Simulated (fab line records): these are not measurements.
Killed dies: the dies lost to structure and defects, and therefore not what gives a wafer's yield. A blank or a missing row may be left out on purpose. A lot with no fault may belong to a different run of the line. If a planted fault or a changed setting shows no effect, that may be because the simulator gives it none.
Which tool is to blame? :: flow n5 finfet :: 36 wafers from 12 lots sampled at 3 of the route's 1938 steps

## WHAT EACH GAUGE READ, for each wafer
N5_BEOL_M14_THK_MEAS_01.
lot: L078
measured: day 13 18:07
on: film metro-02
M14_ILD_THK (nm): 1100 1104 1110

lot: L077
measured: day 13 21:51
on: film metro-02
M14_ILD_THK (nm): 1102 1122 1122

lot: L080
measured: day 14 02:45
on: film metro-01
M14_ILD_THK (nm): 1102 1141 1125

lot: L081
measured: day 14 17:32
on: film metro-01
M14_ILD_THK (nm): 1099 1116 1132

lot: L082
measured: day 15 10:30
on: film metro-02
M14_ILD_THK (nm): 1116 1117 1126

lot: L084
measured: day 16 02:34
on: film metro-01
M14_ILD_THK (nm): 1109 1111 1118

lot: L085
measured: day 16 09:01
on: film metro-01
M14_ILD_THK (nm): 1111 1119 1121

lot: L089
measured: day 16 22:52
on: film metro-02
M14_ILD_THK (nm): 1134 1127 1152

lot: L091
measured: day 17 02:20
on: film metro-01
M14_ILD_THK (nm): 1126 1137 1131

lot: L092
measured: day 17 16:50
on: film metro-01
M14_ILD_THK (nm): 1116 1124 1130

lot: L095
measured: day 19 00:49
on: film metro-02
M14_ILD_THK (nm): 1103 1099 1103

lot: L097
measured: day 19 21:15
on: film metro-02
M14_ILD_THK (nm): 1100 1130 1131

## TOOL THAT RAN EACH LOT (tool first, then ch and the chambers of the sampled wafers, then the start)
lot: L078
N5_BEOL_M13_ETCH_38: rie diel-01 ch 1,2, day 13 16:10
N5_BEOL_M13_CMP_49: cmp-03 ch 0,2,3, day 13 17:29

lot: L077
N5_BEOL_M13_ETCH_38: rie diel-04 ch 0,1, day 13 19:36
N5_BEOL_M13_CMP_49: cmp-01 ch 0,1,3, day 13 21:15

lot: L080
N5_BEOL_M13_ETCH_38: rie diel-04 ch 0,1, day 14 00:40
N5_BEOL_M13_CMP_49: cmp-04 ch 0,1,2, day 14 02:02

lot: L081
N5_BEOL_M13_ETCH_38: rie diel-04 ch 1,2,3, day 14 15:40
N5_BEOL_M13_CMP_49: cmp-03 ch 0,2,3, day 14 16:56

lot: L082
N5_BEOL_M13_ETCH_38: rie diel-01 ch 0,3, day 15 07:26
N5_BEOL_M13_CMP_49: cmp-03 ch 0,1,2, day 15 09:52

lot: L084
N5_BEOL_M13_ETCH_38: rie diel-05 ch 0,2,3, day 16 00:10
N5_BEOL_M13_CMP_49: cmp-01 ch 0,1,3, day 16 01:53

lot: L085
N5_BEOL_M13_ETCH_38: rie diel-05 ch 1,2,3, day 16 06:49
N5_BEOL_M13_CMP_49: cmp-03 ch 0,2,3, day 16 08:25

lot: L089
N5_BEOL_M13_ETCH_38: rie diel-05 ch 1,2, day 16 21:01
N5_BEOL_M13_CMP_49: cmp-03 ch 0,2,3, day 16 22:11

lot: L091
N5_BEOL_M13_ETCH_38: rie diel-01 ch 1,3, day 17 00:07
N5_BEOL_M13_CMP_49: cmp-03 ch 0,2, day 17 01:41

lot: L092
N5_BEOL_M13_ETCH_38: rie diel-05 ch 0,1,3, day 17 14:41
N5_BEOL_M13_CMP_49: cmp-04 ch 0,2, day 17 16:03

lot: L095
N5_BEOL_M13_ETCH_38: rie diel-04 ch 0,1,2, day 18 22:12
N5_BEOL_M13_CMP_49: cmp-01 ch 0,1,2, day 19 00:08

lot: L097
N5_BEOL_M13_ETCH_38: rie diel-05 ch 1,2, day 19 19:11
N5_BEOL_M13_CMP_49: cmp-03 ch 0,1,3, day 19 20:41
- N5_BEOL_M13_ETCH_38: etches SiCN in CF4/N2, target depth 67.5 nm, time 71.9 s.
- N5_BEOL_M13_CMP_49: polishes, stops on SiOC, t overpolish 17.1 s, target thk 420 nm.

## THE ANSWER, worked out from the rows above alone
Rule: usual is defined by the lots themselves. The widest of any qualifying gaps counts: lots, ordered by their means at a reading, are off when they make up no more than a third of the lots, leave a main group of 4 or more, and stand apart from it by 3 or more times the standard deviation of that group's means. A main group whose means are all the same, to the digits that the tables above print for the reading, isn't used. A lot without any number at a reading at which 4 lots or more have one is off too. Any other lot the step has rows for is counted as sound.
Nothing can be told from this: no lot is off at any reading shown.

## WHAT HAD BEEN PUT IN BY THE SIMULATOR
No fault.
